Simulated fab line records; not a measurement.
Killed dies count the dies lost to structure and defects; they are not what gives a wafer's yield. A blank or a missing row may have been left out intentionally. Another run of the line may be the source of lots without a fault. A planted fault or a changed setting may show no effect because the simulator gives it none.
Matching of chambers :: flow nandHarc :: NHARC_A_M1_ETCH_35 on rieDiel-02: 4 sister chambers
The step etches the open film in N2/H2, target depth 40 nm, overetch 12 nm, time 43.94 s. 8 wafers are shown with their chamber, then 8 later ones without.

## EACH WAFER AND ITS CHAMBER
wafer: L083.1
chamber: 1
drypumpMotorCurrentA (A): 5.2
rfVppV (V): 425.8

wafer: L085.2
chamber: 2
drypumpMotorCurrentA (A): 6.5
rfVppV (V): 427.1

wafer: L085.6
chamber: 1
drypumpMotorCurrentA (A): 5.2
rfVppV (V): 427.3

wafer: L089.3
chamber: 3
drypumpMotorCurrentA (A): 5.1
rfVppV (V): 425.3

wafer: L091.4
chamber: 0
drypumpMotorCurrentA (A): 5.7
rfVppV (V): 425.8

wafer: L091.5
chamber: 3
drypumpMotorCurrentA (A): 5.1
rfVppV (V): 426.3

wafer: L091.6
chamber: 2
drypumpMotorCurrentA (A): 6.5
rfVppV (V): 428.2

wafer: L093.1
chamber: 0
drypumpMotorCurrentA (A): 5.6
rfVppV (V): 426.2

## WAFERS WHOSE CHAMBER IS MISSING
wafer: L093.3
drypumpMotorCurrentA (A): 5.1
rfVppV (V): 426.7

wafer: L093.4
drypumpMotorCurrentA (A): 6.5
rfVppV (V): 428.2

wafer: L097.1
drypumpMotorCurrentA (A): 5.7
rfVppV (V): 426.9

wafer: L097.3
drypumpMotorCurrentA (A): 5.2
rfVppV (V): 426.3

wafer: L097.6
drypumpMotorCurrentA (A): 5.1
rfVppV (V): 425.8

wafer: L096.1
drypumpMotorCurrentA (A): 5.1
rfVppV (V): 426.5

wafer: L096.2
drypumpMotorCurrentA (A): 5.1
rfVppV (V): 426.3

wafer: L096.4
drypumpMotorCurrentA (A): 6.5
rfVppV (V): 427.7

## EACH ONE'S CHAMBER
wafer: L093.3
from the rows above: can't be placed: 3 or 1
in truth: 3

wafer: L093.4
from the rows above: 2
in truth: 2

wafer: L097.1
from the rows above: 0
in truth: 0

wafer: L097.3
from the rows above: 1
in truth: 1

wafer: L097.6
from the rows above: 3
in truth: 3

wafer: L096.1
from the rows above: can't be placed: 3 or 1
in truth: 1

wafer: L096.2
from the rows above: 3
in truth: 3

wafer: L096.4
from the rows above: 2
in truth: 2
6 of 8 placed correctly. Can't be placed from these rows: 2 (the true chamber is among the candidates in 2). Wrongly placed: 0.
How it was worked out, from the rows above alone: a wafer's distance from a chamber is the root of the sum, over the readings, of the square of ((its reading less the chamber's mean) divided by the reading's scatter). If the next closest chamber is less than 2 further off than the closest, the wafer can't be placed; otherwise it belongs to the closest. Each chamber's mean is taken over the wafers shown for it. The scatter: take each reading less its chamber's mean, square it, sum over the shown wafers, divide by the number of wafers less the number of chambers, and take the root.
